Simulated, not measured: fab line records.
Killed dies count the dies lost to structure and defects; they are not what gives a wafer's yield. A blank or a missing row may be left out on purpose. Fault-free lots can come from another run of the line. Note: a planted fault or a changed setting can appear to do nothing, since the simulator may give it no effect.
Matching of chambers ; flow n5_finfet ; N5_BEOL_M1_ETCH_74 on rie_diel-02: 4 sister chambers
The step etches underlayer in N2/H2, target depth 6.5 nm, time 5.2 s. 16 wafers are shown with their chamber, then 8 later ones without.

== WAFERS WITH THEIR CHAMBER ==
wafer;chamber;drypump_motor_current_A (A);showerhead_plenum_p_Torr (Torr);oes_product_au (a.u.)
L077.1;1;5.2;2.42;0.59
L077.5;1;5.2;2.42;0.60
L077.6;0;5.6;2.49;0.84
L078.1;1;5.2;2.42;0.61
L078.3;0;5.6;2.49;0.83
L078.6;0;5.6;2.49;0.83
L080.3;1;5.2;2.41;0.59
L080.4;1;5.2;2.41;0.59
L080.5;0;5.7;2.49;0.80
L084.2;3;6.2;2.42;0.59
L084.4;2;6.4;2.49;0.85
L084.6;1;5.2;2.41;0.59
L091.2;2;6.4;2.49;0.80
L091.4;2;6.4;2.49;0.79
L091.6;0;5.6;2.48;0.76
L094.2;0;5.6;2.48;0.77

SIGNATURES (averages over the wafers above)
reading;chamber 0;chamber 1;chamber 2;chamber 3;scatter within a chamber
drypump_motor_current_A;5.617;5.200;6.400;6.200;0.0264
showerhead_plenum_p_Torr;2.4867;2.4150;2.4900;2.4200;0.00486
oes_product_au;0.8050;0.5950;0.8133;0.5900;0.0261
Rule: for a wafer and a chamber, the distance is found by dividing, reading by reading, the gap between the wafer's reading and the chamber's mean by the reading's scatter, squaring, summing and taking the root. The wafer belongs to the nearest chamber; if the next one is less than 2 further off, it can't be placed. The scatter: the root of (the sum of the squares of (reading less its chamber's mean) over the shown wafers, divided by (wafers less chambers)).

== WAFERS WHOSE CHAMBER IS MISSING ==
wafer;drypump_motor_current_A (A);showerhead_plenum_p_Torr (Torr);oes_product_au (a.u.)
L094.3;6.4;2.49;0.78
L094.6;6.4;2.49;0.76
L096.1;6.2;2.41;0.58
L096.3;5.6;2.48;0.77
L096.5;6.2;2.41;0.57
L097.1;6.4;2.48;0.78
L097.2;5.6;2.48;0.77
L097.3;5.2;2.40;0.58

== EACH ONE'S CHAMBER ==
wafer;from the rows above;in truth
L094.3;2;2
L094.6;2;2
L096.1;3;3
L096.3;0;0
L096.5;3;3
L097.1;2;2
L097.2;0;0
L097.3;1;1
Correct placement for 8 of the 8. From these rows, 0 cannot be placed. Number placed wrongly: 0.
